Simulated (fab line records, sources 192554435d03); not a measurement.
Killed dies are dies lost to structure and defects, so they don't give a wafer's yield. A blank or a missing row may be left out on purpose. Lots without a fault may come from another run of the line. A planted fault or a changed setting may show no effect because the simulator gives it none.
Which tool did it? | flow n5_finfet | 24 lots, 72 wafers sampled, at 4 steps of a route of 1938

WHAT THE GAUGES READ, wafer by wafer
N5_BEOL_M9_CD_MEAS_35: target cd 70 nm, target cd y 40 nm. Usual: cd_nm 70.0 nm, standard deviation 0.69.
lot  | measured     | on        | cd_nm (nm)     | flag
L075 | day 9 11:48  | cd_sem-03 | 69.6 69.8 71.0 |
L077 | day 10 04:58 | cd_sem-03 | 70.0 70.2 69.5 |
L074 | day 10 05:59 | cd_sem-01 | 70.7 70.7 71.4 |
L076 | day 10 06:44 | cd_sem-02 | 71.0 71.7 70.9 |
L079 | day 10 18:16 | cd_sem-02 | 69.9 70.5 69.8 |
L078 | day 10 19:12 | cd_sem-03 | 70.3 69.8 71.2 |
L080 | day 11 01:24 | cd_sem-02 | 70.2 70.3 70.1 |
L081 | day 11 06:14 | cd_sem-01 | 70.4 69.1 69.2 |
L082 | day 11 07:53 | cd_sem-03 | 69.6 68.8 69.5 |
L083 | day 11 11:57 | cd_sem-03 | 69.5 69.6 69.8 |
L084 | day 12 04:15 | cd_sem-01 | 70.2 69.7 71.0 |
L085 | day 12 13:31 | cd_sem-01 | 71.4 69.8 69.9 |
L086 | day 12 20:32 | cd_sem-01 | 70.0 69.4 70.5 |
L087 | day 13 12:35 | cd_sem-02 | 69.4 69.7 69.1 |
L089 | day 13 19:17 | cd_sem-02 | 70.2 69.9 70.7 |
L088 | day 13 19:20 | cd_sem-01 | 68.5 68.9 70.4 |
L090 | day 14 02:57 | cd_sem-02 | 69.7 69.9 68.7 |
L091 | day 14 05:09 | cd_sem-02 | 70.2 69.0 70.3 |
L093 | day 14 13:50 | cd_sem-01 | 70.4 70.1 70.6 |
L094 | day 14 19:22 | cd_sem-01 | 71.0 70.4 68.9 |
L092 | day 14 20:02 | cd_sem-02 | 69.0 70.6 70.4 |
L095 | day 15 02:10 | cd_sem-01 | 70.1 70.6 69.6 |
L096 | day 15 11:47 | cd_sem-02 | 71.1 70.7 70.2 |
L097 | day 15 15:36 | cd_sem-01 | 70.3 70.0 70.9 |

N5_BEOL_M10_INSPECT_30: inspects for defects (brightfield). Usual: raw_defect_count 402, standard deviation 95.
lot  | measured     | on                | raw_defect_count | flag
L075 | day 9 19:58  | defect_inspect-02 | 477 369 509      |
L077 | day 10 11:55 | defect_inspect-02 | 374 328 653      |
L074 | day 10 11:45 | defect_inspect-01 | 327 276 292      |
L076 | day 10 13:32 | defect_inspect-01 | 432 381 375      |
L079 | day 11 00:26 | defect_inspect-01 | 361 267 350      |
L078 | day 11 00:44 | defect_inspect-02 | 387 439 475      |
L080 | day 11 08:43 | defect_inspect-01 | 533 622 476      |
L081 | day 11 14:08 | defect_inspect-01 | 492 453 463      |
L082 | day 11 14:19 | defect_inspect-01 | 332 423 388      |
L083 | day 11 20:09 | defect_inspect-01 | 365 373 390      |
L084 | day 12 12:54 | defect_inspect-01 | 346 241 392      |
L085 | day 12 20:01 | defect_inspect-01 | 239 270 352      |
L086 | day 13 02:23 | defect_inspect-01 | 352 282 212      |
L087 | day 13 20:53 | defect_inspect-02 | 287 379 367      |
L089 | day 14 02:25 | defect_inspect-01 | 319 291 267      |
L088 | day 14 02:34 | defect_inspect-02 | 570 506 376      |
L090 | day 14 08:50 | defect_inspect-01 | 509 342 535      |
L091 | day 14 12:44 | defect_inspect-02 | 452 568 498      |
L093 | day 14 23:12 | defect_inspect-02 | 414 332 309      |
L094 | day 15 01:19 | defect_inspect-02 | 413 537 335      |
L092 | day 15 02:14 | defect_inspect-02 | 476 385 363      |
L095 | day 15 08:38 | defect_inspect-02 | 579 658 541      |
L096 | day 15 17:34 | defect_inspect-02 | 402 376 384      |
L097 | day 15 21:37 | defect_inspect-02 | 272 459 397      |

WHICH TOOL RAN EACH LOT (tool, then ch and the chambers of the sampled wafers, then the start)
lot  | N5_BEOL_M9_ETCH_41                            | N5_BEOL_M9_SURFACE_TREAT_79
L075 | rie_diel-03 ch 0,1,3, day 9 11:48 or earlier  | pvd_sputter-01, day 9 14:12
L077 | rie_diel-04 ch 0,2,3, day 10 04:58 or earlier | pvd_sputter-03, day 10 05:43
L074 | rie_diel-03 ch 0,2, day 10 05:59 or earlier   | pvd_sputter-03, day 10 06:44
L076 | rie_diel-03 ch 0,2, day 10 06:44 or earlier   | pvd_sputter-01, day 10 09:14
L079 | rie_diel-04 ch 1,2,3, day 10 18:16 or earlier | pvd_sputter-01, day 10 19:53
L078 | rie_diel-04 ch 1,3, day 10 19:12 or earlier   | pvd_sputter-01, day 10 20:20
L080 | rie_diel-03 ch 1,3, day 11 01:24 or earlier   | pvd_sputter-01, day 11 02:32
L081 | rie_diel-04 ch 1,2,3, day 11 06:14 or earlier | pvd_sputter-01, day 11 07:23
L082 | rie_diel-04 ch 2,3, day 11 07:53 or earlier   | pvd_sputter-03, day 11 09:55
L083 | rie_diel-01 ch 1,2, day 11 11:57 or earlier   | pvd_sputter-01, day 11 14:55
L084 | rie_diel-01 ch 1,2, day 12 04:15 or earlier   | pvd_sputter-02, day 12 05:10
L085 | rie_diel-03 ch 0,1,2, day 12 13:31 or earlier | pvd_sputter-01, day 12 14:23
L086 | rie_diel-03 ch 0,1,2, day 12 20:32 or earlier | pvd_sputter-03, day 12 21:36
L087 | rie_diel-04 ch 0,2, day 13 12:35 or earlier   | pvd_sputter-03, day 13 14:22
L089 | rie_diel-04 ch 1,2,3, day 13 19:17 or earlier | pvd_sputter-01, day 13 20:08
L088 | rie_diel-03 ch 0,2,3, day 13 19:20 or earlier | pvd_sputter-01, day 13 20:29
L090 | rie_diel-04 ch 0,1,3, day 14 02:57 or earlier | pvd_sputter-03, day 14 03:57
L091 | rie_diel-04 ch 0,2,3, day 14 05:09 or earlier | pvd_sputter-01, day 14 07:57
L093 | rie_diel-03 ch 0,2,3, day 14 13:50 or earlier | pvd_sputter-01, day 14 16:31
L094 | rie_diel-04 ch 0,1, day 14 19:22 or earlier   | pvd_sputter-03, day 14 20:25
L092 | rie_diel-04 ch 0,1,2, day 14 20:02 or earlier | pvd_sputter-01, day 14 20:50
L095 | rie_diel-04 ch 0,1, day 15 02:10 or earlier   | pvd_sputter-01, day 15 03:13
L096 | rie_diel-03 ch 1,2, day 15 11:47 or earlier   | pvd_sputter-03, day 15 12:58
L097 | rie_diel-04 ch 0,1,2, day 15 15:36 or earlier | pvd_sputter-03, day 15 16:29
- N5_BEOL_M9_ETCH_41: etches SiCN in CH3F/O2, target depth 36.6 nm, time 70.1 s.
- N5_BEOL_M9_SURFACE_TREAT_79

WHAT THE TOOLS THEMSELVES READ (means of the sampled wafers that have a number; where no wafer has one, the mark that the record gives instead)
N5_BEOL_M9_ETCH_41. Usual: O2_flow_sccm 19.99 sccm, standard deviation 0.059; bias_w 75.02 W, standard deviation 0.23; drypump_motor_current_A 5.7 A, standard deviation 0.42; oes_product_au 0.81 a.u., standard deviation 0.098; rf_vpp_V 296.6 V, standard deviation 1.8; showerhead_plenum_p_Torr 1.96 Torr, standard deviation 0.077; throttle_valve_pct 16.14 %, standard deviation 0.2.
lot  | tool        | O2_flow_sccm (sccm) | bias_w (W) | drypump_motor_current_A (A) | oes_product_au (a.u.) | rf_vpp_V (V) | showerhead_plenum_p_Torr (Torr) | throttle_valve_pct (%) | flag
L075 | rie_diel-03 | 19.96               | 74.96      | 6.0                         | 0.67                  | 297.6        | 2.00                            | 16.47                  |
L077 | rie_diel-04 | 19.99               | 75.14      | 5.7                         | 0.75                  | 297.1        | 1.96                            | 16.26                  |
L074 | rie_diel-03 | 19.98               | 74.99      | 5.7                         | 0.76                  | 296.8        | 1.98                            | 16.08                  |
L076 | rie_diel-03 | 20.03               | 75.03      | 5.3                         | 0.84                  | 298.0        | 2.00                            | 15.99                  |
L079 | rie_diel-04 | 19.97               | 75.07      | 5.7                         | 0.77                  | 295.7        | 1.92                            | 16.11                  |
L078 | rie_diel-04 | 20.00               | 75.14      | 5.5                         | 0.73                  | 295.1        | 1.85                            | 16.18                  |
L080 | rie_diel-03 | 20.03               | 74.99      | 6.1                         | 0.86                  | 298.4        | 2.02                            | 16.41                  |
L081 | rie_diel-04 | 20.04               | 74.86      | 5.7                         | 0.76                  | 296.0        | 1.92                            | 16.13                  |
L082 | rie_diel-04 | 20.04               | 75.10      | 5.5                         | 0.73                  | 296.9        | 1.95                            | 16.19                  |
L083 | rie_diel-01 | 19.92               | 75.23      | 5.6                         | 0.80                  | 295.6        | 1.94                            | 16.16                  |
L084 | rie_diel-01 | 20.02               | 75.09      | 5.4                         | 0.77                  | 295.0        | 1.93                            | 16.23                  |
L085 | rie_diel-03 | 20.00               | 75.13      | 5.8                         | 0.91                  | 297.4        | 2.01                            | 16.01                  |
L086 | rie_diel-03 | 19.98               | 75.06      | 5.8                         | 0.91                  | 298.6        | 2.01                            | 16.01                  |
L087 | rie_diel-04 | 19.99               | 75.09      | 6.1                         | 0.87                  | 297.5        | 2.01                            | 16.03                  |
L089 | rie_diel-04 | 20.00               | 74.89      | 5.7                         | 0.74                  | 295.6        | 1.92                            | 16.16                  |
L088 | rie_diel-03 | 20.00               | 74.96      | 5.6                         | 0.92                  | 296.6        | 1.98                            | 15.94                  |
L090 | rie_diel-04 | 19.91               | 75.09      | 5.5                         | 0.78                  | 294.7        | 1.89                            | 16.21                  |
L091 | rie_diel-04 | 19.95               | 74.82      | 5.7                         | 0.80                  | 297.2        | 1.96                            | 16.16                  |
L093 | rie_diel-03 | 20.02               | 74.86      | 5.6                         | 0.91                  | 297.3        | 1.98                            | 15.95                  |
L094 | rie_diel-04 | 19.99               | 75.11      | 5.7                         | 0.79                  | 294.5        | 1.86                            | 16.15                  |
L092 | rie_diel-04 | 19.99               | 75.13      | 5.9                         | 0.81                  | 294.9        | 1.93                            | 16.11                  |
L095 | rie_diel-04 | 20.08               | 75.03      | 5.7                         | 0.79                  | 294.8        | 1.86                            | 16.16                  |
L096 | rie_diel-03 | 19.96               | 74.74      | 5.4                         | 0.85                  | 298.2        | 2.02                            | 16.12                  |
L097 | rie_diel-04 | 20.05               | 74.98      | 5.9                         | 0.81                  | 296.2        | 1.93                            | 16.12                  |

THE ANSWER, worked out from the rows above alone
Rule: a lot is off if the mean of its wafers that have a number lies more than 3 standard deviations from the usual mean. A lot without any number at a reading at which 4 lots or more have one is off too. The other lots that the step has rows for count as sound. The gauges are gone through in route order, then the tools' own readings, and for those a lot's mean is taken as printed above. The first step at which some lot is off is used, and at that step the reading that is off furthest; a lot without a number counts as furthest.
No lot is off at any reading shown: from this, nothing can be told.

WHAT THE SIMULATOR HAD PUT IN
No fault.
